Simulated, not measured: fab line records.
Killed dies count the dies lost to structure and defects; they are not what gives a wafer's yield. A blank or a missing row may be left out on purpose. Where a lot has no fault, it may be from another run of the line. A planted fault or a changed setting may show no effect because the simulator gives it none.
Split-lot trial :: flow n5 finfet :: route with 1938 steps; 7 lots, 21 wafers read

ABOUT THE SPLIT
At N5_BEOL_M10_PEB_26 (peb time 60 s), the setting peb time s was moved away from the recipe's 60 s on 7 of the 21 wafers read, by -20.7% to +22.3%. The other wafers ran this setting at the recipe's value.

FROM THE SPLIT TO THE READING: what the file shows between them, 1 step
- N5_BEOL_M10_DEVELOP_27: develop time 30 s

THE READING
cd nm, in nm, at N5_BEOL_M10_CD_MEAS_28 (target cd 70 nm). A value of 69.1 nm with a standard deviation of 1.2 nm is what fault-free wafers of this fab line usually give.

wafer: L078.1
tool, chamber at the split: litho track-04, 0
peb time s as run, s: 60
against the recipe: recipe
cd nm, nm: 68.1
against lot-mates on the recipe: -

wafer: L078.4
tool, chamber at the split: litho track-04, 0
peb time s as run, s: 60
against the recipe: recipe
cd nm, nm: 68.0
against lot-mates on the recipe: -

wafer: L078.6
tool, chamber at the split: litho track-04, 0
peb time s as run, s: 60
against the recipe: recipe
cd nm, nm: 68.9
against lot-mates on the recipe: -

wafer: L079.2
tool, chamber at the split: litho track-05, 0
peb time s as run, s: 60
against the recipe: recipe
cd nm, nm: 67.5
against lot-mates on the recipe: -

wafer: L079.3
tool, chamber at the split: litho track-05, 0
peb time s as run, s: 70.89
against the recipe: +18.1%
cd nm, nm: 75.3
against lot-mates on the recipe: +7.8

wafer: L079.5
tool, chamber at the split: litho track-05, 0
peb time s as run, s: 70.89
against the recipe: +18.1%
cd nm, nm: 78.0
against lot-mates on the recipe: +10.5

wafer: L082.4
tool, chamber at the split: litho track-05, 0
peb time s as run, s: 60
against the recipe: recipe
cd nm, nm: 69.3
against lot-mates on the recipe: -

wafer: L082.5
tool, chamber at the split: litho track-05, 0
peb time s as run, s: 60
against the recipe: recipe
cd nm, nm: 69.1
against lot-mates on the recipe: -

wafer: L082.6
tool, chamber at the split: litho track-05, 0
peb time s as run, s: 47.58
against the recipe: -20.7%
cd nm, nm: 59.5
against lot-mates on the recipe: -9.7

wafer: L083.2
tool, chamber at the split: litho track-04, 0
peb time s as run, s: 73.4
against the recipe: +22.3%
cd nm, nm: 76.3
against lot-mates on the recipe: +6.9

wafer: L083.4
tool, chamber at the split: litho track-04, 0
peb time s as run, s: 60
against the recipe: recipe
cd nm, nm: 69.4
against lot-mates on the recipe: -

wafer: L083.6
tool, chamber at the split: litho track-04, 0
peb time s as run, s: 73.4
against the recipe: +22.3%
cd nm, nm: 74.9
against lot-mates on the recipe: +5.5

wafer: L086.3
tool, chamber at the split: litho track-05, 0
peb time s as run, s: 60
against the recipe: recipe
cd nm, nm: 67.7
against lot-mates on the recipe: -

wafer: L086.5
tool, chamber at the split: litho track-05, 0
peb time s as run, s: 60
against the recipe: recipe
cd nm, nm: 67.6
against lot-mates on the recipe: -

wafer: L086.6
tool, chamber at the split: litho track-05, 0
peb time s as run, s: 60
against the recipe: recipe
cd nm, nm: 68.9
against lot-mates on the recipe: -

wafer: L093.1
tool, chamber at the split: litho track-01, 0
peb time s as run, s: 60
against the recipe: recipe
cd nm, nm: 70.5
against lot-mates on the recipe: -

wafer: L093.5
tool, chamber at the split: litho track-01, 0
peb time s as run, s: 60
against the recipe: recipe
cd nm, nm: 69.4
against lot-mates on the recipe: -

wafer: L093.6
tool, chamber at the split: litho track-01, 0
peb time s as run, s: 56.53
against the recipe: -5.8%
cd nm, nm: 67.6
against lot-mates on the recipe: -2.4

wafer: L097.1
tool, chamber at the split: litho track-01, 0
peb time s as run, s: 65.67
against the recipe: +9.5%
cd nm, nm: 74.1
against lot-mates on the recipe: +4.4

wafer: L097.5
tool, chamber at the split: litho track-01, 0
peb time s as run, s: 60
against the recipe: recipe
cd nm, nm: 70.7
against lot-mates on the recipe: -

wafer: L097.6
tool, chamber at the split: litho track-01, 0
peb time s as run, s: 60
against the recipe: recipe
cd nm, nm: 68.7
against lot-mates on the recipe: -

FIT RESULTS
A straight line over all 21 wafers: cd nm changes by +0.379 nm for each +1% of peb time s; r = +0.95; the points scatter about the line by 1.3 nm.
The same after taking each lot's own level away (the mean of its wafers on the recipe; 21 wafers): +0.395 nm for each +1%; r = +0.95; scatter 1.3 nm.
That fit puts the effect of the largest move of peb time s on the reading at 8.8 nm.
The span of the lots' own levels, 67.50 to 69.95 nm, comes to 2.0 times the standard deviation stated above.
Consequently the slope shifts little with the lot-to-lot level, the two slopes agreeing.
Check: with one of the wafers moved furthest among these (+22.3%) left out of the fit, the line predicts +9.26 nm for it against its lot-mates. It came out at +6.9 nm against them.

THESE WAFERS: OTHER SPLITS
These wafers also went through other splits before the reading. Each is held against what the fit with the lots' levels taken away leaves over:
other split on the same wafers: N5_BEOL_M7_TRENCH_ETCH_37 time s
wafers away from the commonest value: 7
r with cd nm (lot level and that fit taken away): +0.16

other split on the same wafers: N5_BEOL_M8_EXPOSE_25 dose mj
wafers away from the commonest value: 9
r with cd nm (lot level and that fit taken away): +0.34

other split on the same wafers: N5_BEOL_M8_ETCH_72 h2 flow sccm
wafers away from the commonest value: 6
r with cd nm (lot level and that fit taken away): -0.36

other split on the same wafers: N5_BEOL_M9_COAT_05 spin rpm
wafers away from the commonest value: 6
r with cd nm (lot level and that fit taken away): -0.08

THE FILE'S OWN FIT
cd nm changes by +0.405 nm for each +1% of peb time s, r = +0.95.
